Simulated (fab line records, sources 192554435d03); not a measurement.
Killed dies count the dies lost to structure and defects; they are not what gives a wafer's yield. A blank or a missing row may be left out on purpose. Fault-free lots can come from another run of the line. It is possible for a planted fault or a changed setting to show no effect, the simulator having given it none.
Matching of chambers | flow n5 finfet | rie diel-02 running N5_BEOL_M15_ETCH_57: 4 sister chambers
The step etches SOC in N2/H2, time 750 s. 4 wafers are shown with their chamber, then 10 later ones without.

== WAFERS WITH THEIR CHAMBER ==
wafer  | chamber | showerhead plenum p Torr (Torr)
L085.4 | 2       | 2.68
L089.6 | 3       | 2.48
L092.1 | 0       | 2.51
L092.4 | 1       | 2.47

== WAFERS WITH NO CHAMBER GIVEN ==
wafer  | showerhead plenum p Torr (Torr)
L092.6 | 2.48
L091.1 | 2.68
L091.2 | 2.46
L091.3 | 2.48
L094.1 | 2.68
L094.5 | 2.46
L094.6 | 2.68
L095.3 | 2.46
L095.5 | 2.51
L095.6 | 2.48

== THE CHAMBER EACH PASSED THROUGH ==
wafer  | from the rows above     | in truth
L092.6 | can't be placed: 3 or 1 | 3
L091.1 | 2                       | 2
L091.2 | can't be placed: 1 or 3 | 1
L091.3 | can't be placed: 3 or 1 | 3
L094.1 | 2                       | 2
L094.5 | can't be placed: 1 or 3 | 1
L094.6 | 2                       | 2
L095.3 | can't be placed: 1 or 3 | 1
L095.5 | 0                       | 0
L095.6 | can't be placed: 3 or 1 | 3
4 of 10 placed correctly. Not placeable from these rows: 6 (in 6, the candidates include the true chamber). 0 placed wrongly.
How it was worked out, from the rows above alone: a wafer's distance from a chamber is the root of the sum, over the readings, of the square of ((its reading less the chamber's mean) divided by the reading's scatter). The wafer belongs to the nearest chamber; if the next one is less than 2 further off, it can't be placed. A chamber's mean is the mean of its shown wafers. The scatter: root of mean squared gap, hidden wafer to nearest shown wafer, with one shown wafer a chamber.
